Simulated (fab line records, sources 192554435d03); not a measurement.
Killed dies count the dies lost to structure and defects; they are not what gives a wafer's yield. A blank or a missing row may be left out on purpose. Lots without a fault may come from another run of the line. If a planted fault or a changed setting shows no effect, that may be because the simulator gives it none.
fab line records | flow n5_finfet
record: lots: 6 wafers: 18 last_day: 18
route steps=1938 shown MIM_TOP_LITHO@1839 MIM_TOP_ETCH@1851 PASSIVATION@1936
lots that met no fault: from a run of the same line without faults
start_h: the number of hours between the record's first day and the start of the first shown wafer of the lot | wait_h: how many hours have passed since the lot's step before this one | " identical to the entry in the row above | L1.1+2: several wafers, shown together as one row | - value missing, or start not given | * or withheld: withheld | < > ~ a bound
route shown NAME@n: names a module that has steps shown in the file, with the first one's number in the route | usual: the fault-free wafers' mean and standard deviation | same: alike in all rows | chamber/n: place in a boat | sites: per-site readings | _std_site: the standard deviation of these | _edge_site: inner sites' mean taken away from outer sites' mean | radius_mm: how far each site lies from the wafer's centre | mask NAME#n: copy n | behind: tool/chamber where the wafer was last shaped | hold: why the lot went on hold/how many hours it stayed there/how the hold came to an end | device: which transistor (n, p or np) failed to switch | end of line: tests run on the same wafers once the route is complete | a step with no rows: only its recipe | killed: at the first sort, the dies lost to defects and structure; wafer yield is something else | map: shows each die of a wafer: x if killed, . if not, _ if none is there
set.NAME: setting as actually run; set.NAME@STEP: the setting as run at that earlier step | model.NAME: the simulator's own value behind a step, which no gauge read
lots at selected steps of the route; one table per step, one row per wafer
services: the hour from which a tool's chamber was out of use, counted from the record's first day as start_h (under 0 if before that day), plus the number of hours and why
== steps ==
step: N5_MIM_TOP_LITHO_HMDS_01
recipe: time_s: 60 temp_c: 120
step: N5_MIM_TOP_LITHO_COAT_02
recipe: spin_rpm: * resist_thk_nm: *
step: N5_MIM_TOP_LITHO_EBR_04
recipe: solvent: PGMEA ebr_width_mm: 1.5
step: N5_MIM_TOP_LITHO_SOFTBAKE_03
recipe: temp_c: 100 time_s: 90
step: N5_MIM_TOP_LITHO_EXPOSE_05
recipe: mask_id: MIM_TOP na: 0.55 source_shape: conventional sigma_outer: 0.8 polarization: unpolarized target_cd_nm: 2000 dose_mj: 20.5
step: N5_MIM_TOP_LITHO_PEB_06
recipe: peb_temp_c: withheld peb_time_s: *
step: N5_MIM_TOP_LITHO_DEVELOP_07
recipe: develop_time_s: 60 rinse_liquid: diw dry: air_spin dev_temp_c: 21
step: N5_MIM_TOP_LITHO_HARDBAKE_09
recipe: temp_c: 130 time_s: 120
step: N5_MIM_TOP_LITHO_CD_MEAS_08
recipe: target_cd_nm: 2000 landing_energy_ev: 500 detector: se_inlens
usual: cd_nm: 1999.4/1.7
columns lot.wafer tool chamber start_h wait_h cd_nm
L767.1 cd_sem-03 0 287.47 - 1997.6
L767.3 " 0 " " 2000.1
L767.5 " 0 " " 1998.4
L775.1 cd_sem-01 0 321.39 - 2000.6
L775.3 " 0 " " 1998.6
L775.5 " 0 " " 2002.0
L777.1 cd_sem-03 0 355.95 - 1998.9
L777.3 " 0 " " 2000.8
L777.4 " 0 " " 2001.3
L776.1 cd_sem-03 0 358.75 - 2003.0
L776.3 " 0 " " 1998.7
L776.4 " 0 " " 1998.3
L788.3 cd_sem-02 0 418.61 - 1995.8
L788.4 " 0 " " 1997.0
L788.6 " 0 " " 1998.4
L786.1 cd_sem-03 0 420.00 - 1997.8
L786.2 " 0 " " 1998.8
L786.4 " 0 " " 1999.0
step: N5_MIM_TOP_LITHO_OVL_MEAS_11
recipe: points_per_wafer: 44
usual: MIM_TOP_OVL: -1/5.4
columns lot.wafer tool chamber start_h wait_h MIM_TOP_OVL[nm]
L767.1 overlay-02 0 287.50 0.0 -9
L767.3 " 0 " " 4
L767.5 " 0 " " -1
L775.1 overlay-01 0 321.42 0.0 -7
L775.3 " 0 " " -2
L775.5 " 0 " " -6
L777.1 overlay-01 0 355.98 0.0 -6
L777.3 " 0 " " -3
L777.4 " 0 " " 2
L776.1 overlay-01 0 358.78 0.0 -2
L776.3 " 0 " " -11
L776.4 " 0 " " -7
L788.3 overlay-01 0 418.64 0.0 2
L788.4 " 0 " " 3
L788.6 " 0 " " 2
L786.1 overlay-02 0 420.03 0.0 -2
L786.2 " 0 " " -5
L786.4 " 0 " " -2
step: N5_MIM_TOP_LITHO_INSPECT_12
recipe: mode: adi inspect_instrument: macro
usual: raw_defect_count: 2.2/1.5
columns lot.wafer tool chamber start_h wait_h raw_defect_count
L767.1 defect_inspect-02 - 287.52 0.0 4
L767.3 " - " " 3
L767.5 " - " " 2
L775.1 defect_inspect-01 - 321.44 0.0 2
L775.3 " - " " 4
L775.5 " - " " 1
L777.1 defect_inspect-01 - 356.00 0.0 2
L777.3 " - " " 3
L777.4 " - " " 0
L776.1 defect_inspect-01 - 358.81 0.0 0
L776.3 " - " " 2
L776.4 " - " " 2
L788.3 defect_inspect-01 - 418.66 0.0 0
L788.4 " - " " 4
L788.6 " - " " 1
L786.1 defect_inspect-02 - 420.06 0.0 1
L786.2 " - " " 3
L786.4 " - " " 1
step: N5_MIM_TOP_LITHO_DESCUM_10
recipe: chemistry: O2 time_s: 7.9 source_power_w: 50 bias_power_w: 20 pressure_mtorr: 20 rf_frequency_hz: 2.712e+07 temp_c: 40 o2_flow_sccm: 225
usual: drypump_motor_current_A: 5.5/0.37 oes_product_au: 0.76/0.094 rf_vpp_V: 242.9/1.3 showerhead_plenum_p_Torr: 2.07/0.077 throttle_valve_pct: 20.56/0.24
columns lot.wafer tool chamber start_h wait_h drypump_motor_current_A oes_product_au rf_hours_counter_h rf_vpp_V showerhead_plenum_p_Torr throttle_valve_pct
L767.1 rie_diel-01 1 287.75 0.2 5.7 0.85 64 242.2 2.11 20.31
L767.3 " 0 " " 5.7 0.79 109 244.1 2.10 20.54
L767.5 " 3 " " 5.8 0.71 - 244.1 2.06 20.64
L775.1 rie_diel-02 3 321.50 0.1 5.1 0.70 230 244.0 2.17 21.04
L775.3 " 2 " " 5.3 0.68 243 241.8 1.98 20.97
L775.5 " 3 " " 5.1 0.70 - 243.8 2.17 21.06
L777.1 rie_diel-06 1 356.04 0.0 5.2 0.87 62 241.5 2.02 20.23
L777.3 " 2 " " 5.1 0.66 263 243.2 2.12 20.49
L777.4 " 1 " " 5.2 0.86 - 242.5 2.02 20.25
L776.1 rie_diel-06 1 358.84 0.0 5.2 0.86 63 241.4 2.02 20.24
L776.3 " 2 " " 5.1 0.65 264 243.3 2.12 20.48
L776.4 " 3 " " 5.9 0.71 - 240.6 1.97 20.59
L788.3 rie_diel-01 2 418.71 0.1 5.6 0.73 183 242.8 2.09 20.74
L788.4 " 0 " " 5.7 0.75 - 242.8 2.09 20.65
L788.6 " 2 " " 5.6 0.72 - 243.4 2.09 20.75
L786.1 rie_diel-02 2 420.09 0.0 5.3 0.91 23 246.7 2.23 20.69
L786.2 " 0 " " 6.2 0.70 245 241.5 1.97 20.41
L786.4 " 1 " " 5.2 0.71 222 242.9 2.08 20.64
step: N5_MIM_TOP_ETCH_ETCH_00
recipe: chemistry: Cl2/BCl3 target: TiN target_depth_a: 385 ion_energy_ev: 150 pressure_mtorr: 10 icp_w: 1000 bias_w: 126 Cl2_flow_sccm: 53.25 bcl3_flow_sccm: 21.75 Ar_flow_sccm: 25
usual: bcl3_flow_sccm: 21.75/0.061 bias_w: 126.0/0.38 drypump_motor_current_A: 5.7/0.62 mfc_cl2_sccm: 53.28/0.15 oes_product_au: 0.74/0.096 throttle_valve_pct: 22.61/0.2
columns lot.wafer tool chamber start_h wait_h bcl3_flow_sccm bias_w drypump_motor_current_A mfc_cl2_sccm oes_product_au rf_hours_counter_h throttle_valve_pct model.etch.depth_nm model.MIM_TOP_ETCH.feature_depth_nm
L767.1 rie_metal-03 0 287.84 0.1 21.74 126.9 4.9 53.43 0.68 85 22.46 38.05 38
L767.3 " 1 " " 21.77 125.9 5.2 53.38 0.63 - 22.64 37.55 37.6
L767.5 " 1 " " 21.82 126.0 5.2 53.08 0.64 - 22.66 37.83 37.8
L775.1 rie_metal-02 1 321.59 0.1 21.78 126.6 6.3 53.15 0.78 46 22.42 37.82 37.8
L775.3 " 0 " " 21.64 125.6 6.4 53.35 0.67 - 22.89 38.17 38.2
L775.5 " 1 " " 21.76 126.4 6.3 53.05 0.78 - 22.41 37.6 37.6
L777.1 rie_metal-02 0 356.12 0.1 21.61 126.6 6.4 53.35 0.66 82 22.88 37.61 37.6
L777.3 " 0 " " 21.69 125.7 6.4 53.25 0.66 - 22.90 37.55 37.6
L777.4 " 1 " " 21.74 143.2 6.3 53.34 0.79 - 22.42 39.45 39.4
L776.1 rie_metal-02 1 358.93 0.1 21.74 144.5 6.3 53.42 0.78 49 22.41 39.13 39.2
L776.3 " 1 " " 21.81 144.3 6.3 53.28 0.78 - 22.42 39.4 39.4
L776.4 " 0 " " 21.73 126.7 6.4 53.12 0.66 - 22.90 37.65 37.6
L788.3 rie_metal-01 0 418.84 0.1 21.63 126.2 6.2 53.38 0.70 - 22.71 37.3 37.4
L788.4 " 1 " " 21.67 125.7 5.6 53.40 0.81 - 22.99 38.54 38.6
L788.6 " 1 " " 21.75 126.0 5.6 53.60 0.81 - 22.96 38.63 38.6
L786.1 rie_metal-03 1 420.18 0.1 21.74 125.5 5.2 53.30 0.90 6 22.44 37.85 37.8
L786.2 " 0 " " 21.68 125.7 5.0 53.62 0.66 98 22.50 37.88 37.8
L786.4 " 1 " " 21.71 125.5 5.2 53.53 0.90 - 22.45 37.72 37.8
step: N5_MIM_TOP_ETCH_STRIP_01
recipe: chemistry: O2 power_w: 600 temp_c: 60 pressure_mtorr: 30 rf_frequency_hz: 6e+07 bias_power_w: 0 overash_fraction: 0.5 o2_flow_sccm: 225
usual: drypump_motor_current_A: 5.6/0.54 oes_product_au: 0.78/0.078 rf_vpp_V: 3.5/1.3 showerhead_plenum_p_Torr: 2.11/0.078 throttle_valve_pct: 16.79/0.22
columns lot.wafer tool chamber start_h wait_h drypump_motor_current_A oes_product_au rf_hours_counter_h rf_vpp_V showerhead_plenum_p_Torr throttle_valve_pct
L767.1 rie_diel-03 1 287.98 0.1 6.0 0.70 197 1.1 2.09 16.94
L767.3 " 3 " " 6.3 0.89 38 4.8 2.06 16.83
L767.5 " 0 " " 4.9 0.74 - 4.1 2.01 17.09
L775.1 rie_diel-05 0 321.73 0.1 5.8 0.79 107 4.1 2.22 16.78
L775.3 " 1 " " 5.6 0.78 97 4.2 2.21 16.92
L775.5 " 3 " " 6.1 0.82 - 2.3 2.05 16.47
L777.1 rie_diel-03 2 356.26 0.1 6.1 0.87 39 3.0 2.14 16.36
L777.3 " 1 " " 6.1 0.67 219 5.1 2.08 17.00
L777.4 " 0 " " 4.9 0.72 213 6.6 2.00 17.15
L776.1 rie_diel-05 1 359.07 0.1 5.6 0.80 107 5.3 2.21 16.94
L776.3 " 2 " " 5.0 0.85 64 2.4 2.22 16.81
L776.4 " 0 " " 5.8 0.78 117 4.4 2.22 16.79
L788.3 rie_diel-04 0 418.94 0.1 5.3 0.68 226 2.7 2.07 16.63
L788.4 " 3 " " 4.9 0.71 230 5.3 2.13 16.84
L788.6 " 0 " " 5.3 0.68 - 3.2 2.07 16.55
L786.1 rie_diel-03 2 420.32 0.1 6.2 0.85 58 3.1 2.14 16.44
L786.2 " 3 " " 6.3 0.85 79 2.7 2.04 16.97
L786.4 " 1 " " 6.1 0.65 237 3.2 2.08 17.02
step: N5_PASSIVATION_PROBE_49
usual: defect_limited_yield: 91.4/1.5 killed_at_M0_to_M3: 35/12 killed_at_M4_up: 13/5.8 killed_at_contacts: 12/5.5 killed_at_front_end: 36/9.9 killed_at_other: 4/3.7 killed_dies: 101/18 killed_open: 66/13 killed_short: 33/8 sort_bin_5_function: 5.0/1 sort_bin_6_memory: 3.2/0.67 sort_bin_8_speed: 0.00/0.0099 sort_n_pass: 1079/18 sort_yield_pct: 91.4/1.5
same: gross_dies: 1180 killed_at_back_side: 0 sort_bin_4_leakage[%]: 0
columns lot.wafer tool chamber start_h wait_h defect_limited_yield[%] killed_at_M0_to_M3 killed_at_M4_up killed_at_contacts killed_at_front_end killed_at_other killed_dies killed_open killed_short sort_bin_5_function[%] sort_bin_6_memory[%] sort_bin_8_speed[%] sort_n_pass sort_yield_pct[%]
L777.1 prober-02 - 365.02 0.0 92.8 18 10 13 40 4 85 52 31 4.3 2.7 0 1095 92.8
L777.3 prober-02 - 365.12 0.1 91.5 30 9 15 36 10 100 67 31 5.3 2.8 0 1080 91.5
killed by level:class
L777.1 MOL_CONTACT_COAG:geometric_particle:open=10 BEOL_M0_SAQP:geometric_particle:open=8 BEOL_M0_SAQP:geometric_particle:short=8 FIN_SAQP:geometric_particle:open=7 FIN_SAQP:geometric_particle:short=6 GATE_CUT:geometric_particle:open=6 GATE_CUT:geometric_particle:short=4 STARTING-WAFER:geometric_particle:short=4
L777.3 MOL_CONTACT_COAG:geometric_particle:open=14 BEOL_M0_SAQP:geometric_particle:short=12 FIN_SAQP:geometric_particle:open=9 BEOL_M1:geometric_particle:open=7 BEOL_M4:geometric_particle:open=5 BEOL_M0:geometric_particle:open=5 STI_FIN_REVEAL:geometric_particle:open=4 STARTING-WAFER:geometric_particle:open=4
== services ==
columns tool chamber start_h hours kind
rie_metal-02 - 267.25 1.4 pm
rie_diel-04 3 309.13 11.7 repair
rie_diel-02 2 312.22 9.2 repair
rie_metal-01 1 315.86 8.9 repair
rie_diel-06 0 324.90 17.4 repair
rie_diel-04 1 326.22 4.5 repair
rie_metal-03 1 332.44 - clean
rie_metal-03 1 332.44 16.0 scheduled_down
rie_metal-03 1 332.44 16.0 vent_cycle
rie_diel-06 3 332.84 3.2 repair
rie_diel-02 2 339.33 - clean
rie_diel-02 2 339.33 - consumable_replace:focus_ring
rie_diel-02 2 339.33 - consumable_replace:showerhead
rie_diel-02 2 339.33 25.6 scheduled_down
rie_diel-02 2 339.33 25.6 vent_cycle
rie_diel-06 0 342.34 - clean
rie_diel-06 0 342.34 - consumable_replace:focus_ring
rie_diel-06 0 342.34 26.0 scheduled_down
rie_diel-04 3 358.52 5.5 repair
rie_diel-02 1 370.46 5.3 repair
rie_diel-02 1 395.15 19.8 repair
rie_metal-02 0 398.96 6.8 repair
rie_diel-01 0 400.75 3.4 repair
rie_diel-01 1 418.16 1.6 repair
== key ==
first_sign: step: N5_MIM_TOP_ETCH_ETCH_00 reading: bias_w direction: up sigmas: 47 usual: * struck: *
effect none on later readings
model_effect: step: N5_MIM_TOP_ETCH_ETCH_00 value: etch.depth_nm without: 37.43 struck: 39.32
met_at N5_MIM_TOP_ETCH_ETCH_00
struck_wafers L776.1,L776.3,L777.4
onset_between 321.59 356.12
fault: kind: process_parameter_drift tool: rie_metal-02 chamber: 1 onset_h: 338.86 steps: N5_MIM_TOP_ETCH_ETCH_00 channel: bias_w offset: * shape: step end_h: 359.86 acts_in: * stated: *
